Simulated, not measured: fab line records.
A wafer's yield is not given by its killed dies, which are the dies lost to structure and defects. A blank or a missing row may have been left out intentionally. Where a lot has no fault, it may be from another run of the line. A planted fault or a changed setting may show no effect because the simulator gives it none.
Split-lot trial ; flow n5_finfet ; 7 lots, 21 wafers read, on a route of 1938 steps

THE SPLIT
At N5_FIN_SAQP_DESCUM_21 (chemistry O2, time 7.9 s), the setting time_s was moved away from the recipe's 7.9 s on 6 of the 21 wafers read, by -17.0% to +13.2%. The other wafers ran this setting at the recipe's value.

The split's own step is where the reading is taken.

THE READING
CAR-ArF_of_FIN_SAQP_COAT_10.thk_nm (the simulator's own value, which no gauge read), in nm, at N5_FIN_SAQP_DESCUM_21 (chemistry O2, time 7.9 s). No usual value for it is given in the file. Here, 15 wafers ran the recipe; their average is 83.32 nm with a standard deviation of 0.25 nm.

wafer;tool, chamber at the split;time_s as run, s;against the recipe;CAR-ArF_of_FIN_SAQP_COAT_10.thk_nm, nm;against lot-mates on the recipe
L075.3;rie_diel-01, 0,1;7.9;recipe;83.62;-
L075.6;rie_diel-01, 0,1;7.9;recipe;83.62;-
L075.4;rie_diel-01, 3;7.9;recipe;83.2;-
L076.2;rie_diel-02, 3;7.063;-10.6%;84.46;+0.61
L076.3;rie_diel-02, 2;7.063;-10.6%;84.39;+0.54
L076.5;rie_diel-02, 3;7.9;recipe;83.85;-
L078.3;rie_diel-02, 1;7.9;recipe;83.14;-
L078.4;rie_diel-02, 2;6.803;-13.9%;83.6;+0.47
L078.6;rie_diel-02, 3;7.9;recipe;83.13;-
L081.1;rie_diel-02, 1;7.9;recipe;83.36;-
L081.2;rie_diel-02, 0;6.559;-17.0%;84;+0.75
L081.5;rie_diel-02, 2;7.9;recipe;83.14;-
L086.1;rie_diel-01, 3;7.9;recipe;83.06;-
L086.2;rie_diel-01, 0;7.9;recipe;83.03;-
L086.4;rie_diel-01, 1;7.9;recipe;83.07;-
L087.1;rie_diel-02, 1;7.9;recipe;83.44;-
L087.3;rie_diel-02, 3;7.9;recipe;83.6;-
L087.4;rie_diel-02, 0;7.9;recipe;83.1;-
L096.3;rie_diel-03, 2;7.9;recipe;83.43;-
L096.4;rie_diel-03, 0;8.945;+13.2%;82.85;-0.58
L096.5;rie_diel-03, 0;8.945;+13.2%;82.79;-0.64
Where a row lists several chambers, the file gives one row for several wafers and doesn't say which wafer went through which chamber.

THE FIT
A straight line over all 21 wafers: CAR-ArF_of_FIN_SAQP_COAT_10.thk_nm changes by -0.0483 nm for each +1% of time_s; r = -0.75; the points scatter about the line by 0.31 nm.
The same after taking each lot's own level away (the mean of its wafers on the recipe; 21 wafers): -0.045 nm for each +1%; r = -0.93; scatter 0.13 nm.
That fit puts the effect of the largest move of time_s on the reading at 0.76 nm.
The span of the lots' own levels, 83.053 to 83.850 nm, comes to 3.2 times the standard deviation stated above.
So the lot-to-lot level blurs the effect unless lot-mates are compared.
Check: +0.77 nm against its lot-mates is what the line predicts for one of the wafers moved furthest among these (-17.0%) when that wafer is left out of the fit. It came out at +0.75 nm against them.

OTHER SPLITS ON THESE WAFERS
Before the reading, these wafers also passed through other splits. Each is held against what the fit with the lots' levels taken away leaves over:
other split on the same wafers;wafers away from the commonest value;r with CAR-ArF_of_FIN_SAQP_COAT_10.thk_nm (lot level and that fit taken away)
N5_ZERO_LAYER_PECVD_02 time_s;7;+0.07
N5_ZERO_LAYER_DEVELOP_10 develop_time_s;6;-0.36

THE FILE'S OWN FIT
CAR-ArF_of_FIN_SAQP_COAT_10.thk_nm changes by -0.0436 nm for each +1% of time_s, r = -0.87.
